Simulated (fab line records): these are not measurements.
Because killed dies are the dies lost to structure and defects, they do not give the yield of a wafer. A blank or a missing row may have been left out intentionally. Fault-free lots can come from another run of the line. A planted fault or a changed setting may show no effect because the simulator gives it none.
Matching of chambers | flow n5 finfet | ald metal-03 running N5_BEOL_M2_ALD_84: 4 sister chambers
The step deposits TaN, pulse time 2 s, purge time 3 s, co reactant purge time 2 s. 8 wafers are shown with their chamber, then 9 later ones without.

== EACH WAFER AND ITS CHAMBER ==
wafer  | chamber | heater power outer w (W) | heater power w (W)
L075.4 | 2       | 241                      | 432
L078.2 | 1       | 251                      | 468
L082.3 | 1       | 248                      | 474
L082.4 | 2       | 240                      | 426
L090.2 | 3       | 207                      | 393
L092.2 | 3       | 211                      | 398
L092.3 | 0       | 190                      | 369
L092.5 | 0       | 186                      | 376

== WAFERS WHOSE CHAMBER IS MISSING ==
wafer  | heater power outer w (W) | heater power w (W)
L093.2 | 211                      | 391
L093.5 | 191                      | 369
L093.6 | 254                      | 475
L094.2 | 243                      | 440
L094.4 | 250                      | 468
L094.5 | 250                      | 462
L096.3 | 244                      | 425
L096.5 | 243                      | 424
L096.6 | 251                      | 483

== WHICH CHAMBER EACH ONE RAN IN ==
wafer  | from the rows above | in truth
L093.2 | 3                   | 3
L093.5 | 0                   | 0
L093.6 | 1                   | 1
L094.2 | 2                   | 2
L094.4 | 1                   | 1
L094.5 | 1                   | 1
L096.3 | 2                   | 2
L096.5 | 2                   | 2
L096.6 | 1                   | 1
Correctly placed: 9 of 9. Left unplaced by these rows: 0. Wrongly placed: 0.
How it was worked out, from the rows above alone: a wafer's distance from a chamber is the root of the sum, over the readings, of the square of ((its reading less the chamber's mean) divided by the reading's scatter). If the next closest chamber is less than 2 further off than the closest, the wafer can't be placed; otherwise it belongs to the closest. For every chamber, the mean is computed from those of its wafers that are shown. The scatter: take each reading less its chamber's mean, square it, sum over the shown wafers, divide by the number of wafers less the number of chambers, and take the root.
